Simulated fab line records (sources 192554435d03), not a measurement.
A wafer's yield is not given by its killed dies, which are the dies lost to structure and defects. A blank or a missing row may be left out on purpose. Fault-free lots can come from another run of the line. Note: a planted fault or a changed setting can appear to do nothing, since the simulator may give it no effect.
Matching of chambers || flow n5Finfet || rieDiel-01 running N5_FIN_SAQP_SPACER2_ETCHBACK_29: 4 sister chambers
The step etches SiO2 in CHF3/O2, target depth 12.2 nm, time 6.1 s. 16 wafers are shown with their chamber, then 8 later ones without.

## WAFERS, EACH WITH ITS CHAMBER
{"wafer": "L078.4", "chamber": 2, "throttleValvePct (%)": 19.29, "oesProductAu (a.u.)": 0.71, "rfVppV (V)": 521}
{"wafer": "L078.5", "chamber": 2, "throttleValvePct (%)": 19.30, "oesProductAu (a.u.)": 0.70, "rfVppV (V)": 519}
{"wafer": "L078.6", "chamber": 3, "throttleValvePct (%)": 19.02, "oesProductAu (a.u.)": 0.78, "rfVppV (V)": 527}
{"wafer": "L084.1", "chamber": 2, "throttleValvePct (%)": 19.31, "oesProductAu (a.u.)": 0.69, "rfVppV (V)": 519}
{"wafer": "L084.3", "chamber": 3, "throttleValvePct (%)": 19.04, "oesProductAu (a.u.)": 0.76, "rfVppV (V)": 528}
{"wafer": "L084.6", "chamber": 2, "throttleValvePct (%)": 19.30, "oesProductAu (a.u.)": 0.69, "rfVppV (V)": 519}
{"wafer": "L085.1", "chamber": 2, "throttleValvePct (%)": 19.33, "oesProductAu (a.u.)": 0.68, "rfVppV (V)": 519}
{"wafer": "L085.2", "chamber": 0, "throttleValvePct (%)": 18.43, "oesProductAu (a.u.)": 0.93, "rfVppV (V)": 525}
{"wafer": "L085.3", "chamber": 3, "throttleValvePct (%)": 19.05, "oesProductAu (a.u.)": 0.76, "rfVppV (V)": 528}
{"wafer": "L088.2", "chamber": 1, "throttleValvePct (%)": 18.96, "oesProductAu (a.u.)": 0.70, "rfVppV (V)": 529}
{"wafer": "L088.4", "chamber": 0, "throttleValvePct (%)": 18.43, "oesProductAu (a.u.)": 0.92, "rfVppV (V)": 524}
{"wafer": "L088.6", "chamber": 2, "throttleValvePct (%)": 19.33, "oesProductAu (a.u.)": 0.68, "rfVppV (V)": 519}
{"wafer": "L090.1", "chamber": 2, "throttleValvePct (%)": 19.33, "oesProductAu (a.u.)": 0.68, "rfVppV (V)": 520}
{"wafer": "L090.2", "chamber": 1, "throttleValvePct (%)": 18.97, "oesProductAu (a.u.)": 0.70, "rfVppV (V)": 528}
{"wafer": "L090.6", "chamber": 3, "throttleValvePct (%)": 19.08, "oesProductAu (a.u.)": 0.75, "rfVppV (V)": 529}
{"wafer": "L091.1", "chamber": 2, "throttleValvePct (%)": 19.34, "oesProductAu (a.u.)": 0.67, "rfVppV (V)": 518}

SIGNATURES, as means of the wafers listed above
{"reading": "throttleValvePct", "chamber 0": 18.4300, "chamber 1": 18.9650, "chamber 2": 19.3163, "chamber 3": 19.0475, "scatter within a chamber": 0.019}
{"reading": "oesProductAu", "chamber 0": 0.9250, "chamber 1": 0.7000, "chamber 2": 0.6875, "chamber 3": 0.7625, "scatter within a chamber": 0.0118}
{"reading": "rfVppV", "chamber 0": 524.50, "chamber 1": 528.50, "chamber 2": 519.25, "chamber 3": 528.00, "scatter within a chamber": 0.842}
Rule: a wafer's distance from a chamber is the root of the sum, over the readings, of the square of ((its reading less the chamber's mean) divided by the reading's scatter). If the next closest chamber is less than 2 further off than the closest, the wafer can't be placed; otherwise it belongs to the closest. The scatter is the square root of a quotient: the sum, over the shown wafers, of each reading's squared deviation from its chamber's mean, divided by wafers minus chambers.

## WAFERS MISSING THEIR CHAMBER
{"wafer": "L091.4", "throttleValvePct (%)": 19.34, "oesProductAu (a.u.)": 0.67, "rfVppV (V)": 519}
{"wafer": "L091.6", "throttleValvePct (%)": 18.46, "oesProductAu (a.u.)": 0.89, "rfVppV (V)": 524}
{"wafer": "L094.1", "throttleValvePct (%)": 18.96, "oesProductAu (a.u.)": 0.70, "rfVppV (V)": 527}
{"wafer": "L094.5", "throttleValvePct (%)": 18.97, "oesProductAu (a.u.)": 0.70, "rfVppV (V)": 526}
{"wafer": "L094.6", "throttleValvePct (%)": 19.10, "oesProductAu (a.u.)": 0.75, "rfVppV (V)": 526}
{"wafer": "L097.1", "throttleValvePct (%)": 19.11, "oesProductAu (a.u.)": 0.74, "rfVppV (V)": 528}
{"wafer": "L097.2", "throttleValvePct (%)": 18.47, "oesProductAu (a.u.)": 0.87, "rfVppV (V)": 524}
{"wafer": "L097.4", "throttleValvePct (%)": 18.98, "oesProductAu (a.u.)": 0.69, "rfVppV (V)": 528}

## WHICH CHAMBER EACH WENT THROUGH
{"wafer": "L091.4", "from the rows above": 2, "in truth": 2}
{"wafer": "L091.6", "from the rows above": 0, "in truth": 0}
{"wafer": "L094.1", "from the rows above": 1, "in truth": 1}
{"wafer": "L094.5", "from the rows above": 1, "in truth": 1}
{"wafer": "L094.6", "from the rows above": 3, "in truth": 3}
{"wafer": "L097.1", "from the rows above": 3, "in truth": 3}
{"wafer": "L097.2", "from the rows above": 0, "in truth": 0}
{"wafer": "L097.4", "from the rows above": 1, "in truth": 1}
8 of 8 placed correctly. Not placeable from these rows: 0. Placed wrongly: 0.
